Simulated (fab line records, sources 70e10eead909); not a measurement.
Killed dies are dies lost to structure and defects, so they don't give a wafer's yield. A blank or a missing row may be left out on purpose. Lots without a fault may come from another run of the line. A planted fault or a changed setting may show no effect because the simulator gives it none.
Which tool did it? | flow nand_harc | 6 lots, 18 wafers sampled, at 5 steps of a route of 1159

WHAT THE GAUGES READ, wafer by wafer
NHARC_END_SORT_01.
lot  | measured     | on        | killed_at_array
L814 | day 21 14:54 | prober-02 | 674 672 671

WHICH TOOL RAN EACH LOT (tool, then ch and the chambers of the sampled wafers, then the start)
lot  | NHARC_A_CONTACT_ETCH_129             | NHARC_A_CONTACT_ETCH_130             | NHARC_A_CONTACT_ETCH_132             | NHARC_A_CONTACT_ETCH_106
L809 | har_cap_etch-02 ch 0,1, day 17 02:46 | har_cap_etch-02 ch 0,1, day 17 02:55 | har_cap_etch-02 ch 0,1, day 17 03:12 | rie_diel-11 ch 0,1,2, day 17 04:22
L812 | har_cap_etch-02 ch 0,1, day 18 09:29 | har_cap_etch-02 ch 0,1, day 18 09:38 | har_cap_etch-02 ch 0,1, day 18 09:55 | rie_diel-09 ch 0,2,3, day 18 11:07
L814 | har_cap_etch-01 ch 0,1, day 18 20:28 | har_cap_etch-01 ch 0,1, day 18 20:36 | har_cap_etch-01 ch 0,1, day 18 20:53 | rie_diel-09 ch 0,2,3, day 18 22:05
L818 | har_cap_etch-01 ch 0,1, day 20 02:41 | har_cap_etch-01 ch 0,1, day 20 02:50 | har_cap_etch-01 ch 0,1, day 20 03:07 | rie_diel-11 ch 0,2,3, day 20 04:22
L829 | har_cap_etch-01 ch 0, day 22 02:10   | har_cap_etch-01 ch 0, day 22 02:18   | har_cap_etch-01 ch 0, day 22 02:35   | rie_diel-01 ch 0,2, day 22 03:59
L830 | har_cap_etch-02 ch 0,1, day 22 20:32 | har_cap_etch-02 ch 0,1, day 22 20:41 | har_cap_etch-02 ch 0,1, day 22 20:58 | rie_diel-09 ch 0,2, day 22 22:10
- NHARC_A_CONTACT_ETCH_129: etches the open film in C4F8/O2/Ar, time 155 s, target depth 956 nm.
- NHARC_A_CONTACT_ETCH_130: etches the open film in C4F8/O2/Ar, time 155 s, target depth 956 nm.
- NHARC_A_CONTACT_ETCH_132: etches the open film in C4F8/O2/Ar, time 156 s, target depth 958 nm.
- NHARC_A_CONTACT_ETCH_106: etches the open film in CF4/O2, target depth 60 nm, overetch 6 nm, time 33 s.

THE ANSWER, worked out from the rows above alone
Rule: what is usual is taken from the lots themselves. Put in order of their means at a reading, lots are off if they are a third of the lots or fewer, leave a main group of 4 or more, and stand apart from it by a gap of 3 or more times the standard deviation of the main group's means; of several such gaps the widest counts. A main group whose means are all the same, to the digits that the tables above print for the reading, isn't used. A lot without any number at a reading at which 4 lots or more have one is off too. The other lots that the step has rows for count as sound.
No lot is off at any reading shown: from this, nothing can be told.

WHAT THE SIMULATOR HAD PUT IN
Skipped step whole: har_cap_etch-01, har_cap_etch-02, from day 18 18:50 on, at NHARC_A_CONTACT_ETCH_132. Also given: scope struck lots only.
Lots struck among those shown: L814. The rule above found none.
